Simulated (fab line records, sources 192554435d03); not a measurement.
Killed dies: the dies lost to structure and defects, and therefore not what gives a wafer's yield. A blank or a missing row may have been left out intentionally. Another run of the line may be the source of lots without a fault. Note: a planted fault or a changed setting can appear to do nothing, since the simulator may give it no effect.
Which tool is to blame? || flow n5-finfet || 11 lots, 33 wafers sampled, at 3 steps of a route of 1938

== WHAT THE GAUGES SHOWED, per wafer ==
N5_BEOL_M14_INSPECT_12: inspects for defects (macro). Usual: raw-defect-count at 2.0, with a standard deviation of 1.3.
{"lot": "L616", "measured": "day 10 23:53", "on": "defect-inspect-02", "raw-defect-count": "3 1 6", "flag": ""}
{"lot": "L619", "measured": "day 12 01:16", "on": "defect-inspect-02", "raw-defect-count": "1 1 2", "flag": ""}
{"lot": "L620", "measured": "day 12 01:28", "on": "defect-inspect-02", "raw-defect-count": "0 1 2", "flag": ""}
{"lot": "L623", "measured": "day 13 03:18", "on": "defect-inspect-01", "raw-defect-count": "1 2 2", "flag": ""}
{"lot": "L625", "measured": "day 14 00:00", "on": "defect-inspect-01", "raw-defect-count": "4 0 4", "flag": ""}
{"lot": "L628", "measured": "day 14 04:05", "on": "defect-inspect-01", "raw-defect-count": "1 2 0", "flag": ""}
{"lot": "L630", "measured": "day 15 00:55", "on": "defect-inspect-01", "raw-defect-count": "1 2 2", "flag": ""}
{"lot": "L632", "measured": "day 15 04:15", "on": "defect-inspect-02", "raw-defect-count": "3 1 1", "flag": ""}
{"lot": "L618", "measured": "day 17 01:50", "on": "defect-inspect-02", "raw-defect-count": "2 0 3", "flag": ""}
{"lot": "L639", "measured": "day 17 20:01", "on": "defect-inspect-01", "raw-defect-count": "4 1 1", "flag": ""}
{"lot": "L638", "measured": "day 18 15:13", "on": "defect-inspect-01", "raw-defect-count": "4 1 5", "flag": ""}

N5_BEOL_M14_CD_MEAS_17: the cd target is 250 nm. Usual: cd-nm at 250.1 nm, with a standard deviation of 1.9.
{"lot": "L616", "measured": "day 11 00:21", "on": "cd-sem-01", "cd-nm (nm)": "247.5 249.6 249.6", "flag": ""}
{"lot": "L619", "measured": "day 12 01:44", "on": "cd-sem-02", "cd-nm (nm)": "250.4 248.8 251.5", "flag": ""}
{"lot": "L620", "measured": "day 12 01:56", "on": "cd-sem-02", "cd-nm (nm)": "251.9 252.0 252.0", "flag": ""}
{"lot": "L623", "measured": "day 13 03:46", "on": "cd-sem-01", "cd-nm (nm)": "253.2 248.8 253.7", "flag": ""}
{"lot": "L625", "measured": "day 14 00:28", "on": "cd-sem-02", "cd-nm (nm)": "249.9 248.8 249.4", "flag": ""}
{"lot": "L628", "measured": "day 14 04:35", "on": "cd-sem-03", "cd-nm (nm)": "252.0 249.4 252.5", "flag": ""}
{"lot": "L630", "measured": "day 15 01:23", "on": "cd-sem-03", "cd-nm (nm)": "249.1 252.6 248.9", "flag": ""}
{"lot": "L632", "measured": "day 15 05:05", "on": "cd-sem-02", "cd-nm (nm)": "249.9 250.7 252.3", "flag": ""}
{"lot": "L618", "measured": "day 17 02:19", "on": "cd-sem-01", "cd-nm (nm)": "249.8 249.1 248.3", "flag": ""}
{"lot": "L639", "measured": "day 17 20:29", "on": "cd-sem-02", "cd-nm (nm)": "246.9 248.1 250.2", "flag": ""}
{"lot": "L638", "measured": "day 18 15:41", "on": "cd-sem-02", "cd-nm (nm)": "253.9 254.2 250.2", "flag": ""}

== WHICH TOOL RAN EACH LOT (tool, then ch and the chambers of the sampled wafers, then the start) ==
{"lot": "L616", "N5_BEOL_M14_STRIP_63": "rie-diel-01 ch 0,1,3, day 11 00:21 or earlier"}
{"lot": "L619", "N5_BEOL_M14_STRIP_63": "rie-diel-01 ch 1,2,3, day 12 01:44 or earlier"}
{"lot": "L620", "N5_BEOL_M14_STRIP_63": "rie-diel-06 ch 0,1,3, day 12 01:56 or earlier"}
{"lot": "L623", "N5_BEOL_M14_STRIP_63": "rie-diel-01 ch 0,2,3, day 13 03:46 or earlier"}
{"lot": "L625", "N5_BEOL_M14_STRIP_63": "rie-diel-03 ch 0,1,2, day 14 00:28 or earlier"}
{"lot": "L628", "N5_BEOL_M14_STRIP_63": "rie-diel-01 ch 0,1,3, day 14 04:35 or earlier"}
{"lot": "L630", "N5_BEOL_M14_STRIP_63": "rie-diel-01 ch 1,3, day 15 01:23 or earlier"}
{"lot": "L632", "N5_BEOL_M14_STRIP_63": "rie-diel-01 ch 2,3, day 15 05:05 or earlier"}
{"lot": "L618", "N5_BEOL_M14_STRIP_63": "rie-diel-01 ch 0,2,3, day 17 02:19 or earlier"}
{"lot": "L639", "N5_BEOL_M14_STRIP_63": "rie-diel-01 ch 0,1,2, day 17 20:29 or earlier"}
{"lot": "L638", "N5_BEOL_M14_STRIP_63": "rie-diel-06 ch 0,1,2, day 18 15:41 or earlier"}
- N5_BEOL_M14_STRIP_63: strips in O2.

== WHAT THE TOOLS THEMSELVES READ (means of the sampled wafers that have a number; where no wafer has one, the mark that the record gives instead) ==
N5_BEOL_M14_STRIP_63. Usual: drypump-motor-current-A 5.57 A, standard deviation 0.26; oes-product-au 0.79 a.u., standard deviation 0.075; rf-vpp-V 3.5 V, standard deviation 0.91; showerhead-plenum-p-Torr 2.11 Torr, standard deviation 0.067; throttle-valve-pct 16.68 %, standard deviation 0.26.
{"lot": "L616", "tool": "rie-diel-01", "drypump-motor-current-A (A)": 5.57, "oes-product-au (a.u.)": 0.80, "rf-vpp-V (V)": 3.1, "showerhead-plenum-p-Torr (Torr)": 2.14, "throttle-valve-pct (%)": 16.50, "flag": ""}
{"lot": "L619", "tool": "rie-diel-01", "drypump-motor-current-A (A)": 5.56, "oes-product-au (a.u.)": 0.84, "rf-vpp-V (V)": 3.5, "showerhead-plenum-p-Torr (Torr)": 2.12, "throttle-valve-pct (%)": 16.64, "flag": ""}
{"lot": "L620", "tool": "rie-diel-06", "drypump-motor-current-A (A)": 5.56, "oes-product-au (a.u.)": 0.73, "rf-vpp-V (V)": 4.1, "showerhead-plenum-p-Torr (Torr)": 2.10, "throttle-valve-pct (%)": 16.88, "flag": ""}
{"lot": "L623", "tool": "rie-diel-01", "drypump-motor-current-A (A)": 5.63, "oes-product-au (a.u.)": 0.85, "rf-vpp-V (V)": 2.8, "showerhead-plenum-p-Torr (Torr)": 2.13, "throttle-valve-pct (%)": 16.49, "flag": ""}
{"lot": "L625", "tool": "rie-diel-03", "drypump-motor-current-A (A)": 5.77, "oes-product-au (a.u.)": 0.77, "rf-vpp-V (V)": 3.2, "showerhead-plenum-p-Torr (Torr)": 2.12, "throttle-valve-pct (%)": 16.86, "flag": ""}
{"lot": "L628", "tool": "rie-diel-01", "drypump-motor-current-A (A)": 5.59, "oes-product-au (a.u.)": 0.77, "rf-vpp-V (V)": 4.2, "showerhead-plenum-p-Torr (Torr)": 2.13, "throttle-valve-pct (%)": 16.56, "flag": ""}
{"lot": "L630", "tool": "rie-diel-01", "drypump-motor-current-A (A)": 5.48, "oes-product-au (a.u.)": 0.75, "rf-vpp-V (V)": 4.4, "showerhead-plenum-p-Torr (Torr)": 2.11, "throttle-valve-pct (%)": 16.75, "flag": ""}
{"lot": "L632", "tool": "rie-diel-01", "drypump-motor-current-A (A)": 5.62, "oes-product-au (a.u.)": 0.87, "rf-vpp-V (V)": 3.6, "showerhead-plenum-p-Torr (Torr)": 2.11, "throttle-valve-pct (%)": 16.63, "flag": ""}
{"lot": "L618", "tool": "rie-diel-01", "drypump-motor-current-A (A)": 5.64, "oes-product-au (a.u.)": 0.81, "rf-vpp-V (V)": 4.1, "showerhead-plenum-p-Torr (Torr)": 2.12, "throttle-valve-pct (%)": 16.53, "flag": ""}
{"lot": "L639", "tool": "rie-diel-01", "drypump-motor-current-A (A)": 5.63, "oes-product-au (a.u.)": 0.85, "rf-vpp-V (V)": 3.2, "showerhead-plenum-p-Torr (Torr)": 2.16, "throttle-valve-pct (%)": 16.58, "flag": ""}
{"lot": "L638", "tool": "rie-diel-06", "drypump-motor-current-A (A)": 5.70, "oes-product-au (a.u.)": 0.79, "rf-vpp-V (V)": 3.7, "showerhead-plenum-p-Torr (Torr)": 2.06, "throttle-valve-pct (%)": 16.63, "flag": ""}

== THE ANSWER, worked out from the rows above alone ==
Rule: a lot is off if the mean of its wafers that have a number lies more than 3 standard deviations from the usual mean. Also off: a lot with no number at a reading for which 4 or more lots have one. The other lots that the step has rows for count as sound. After the gauges, taken in route order, come the tools' own readings; for these a lot's mean is taken, as printed above. At the first step where some lot is off, the reading lying furthest off is the one used; lots without a number count as furthest.
No lot is off at any reading shown: from this, nothing can be told.

== WHAT WAS PUT IN BY THE SIMULATOR ==
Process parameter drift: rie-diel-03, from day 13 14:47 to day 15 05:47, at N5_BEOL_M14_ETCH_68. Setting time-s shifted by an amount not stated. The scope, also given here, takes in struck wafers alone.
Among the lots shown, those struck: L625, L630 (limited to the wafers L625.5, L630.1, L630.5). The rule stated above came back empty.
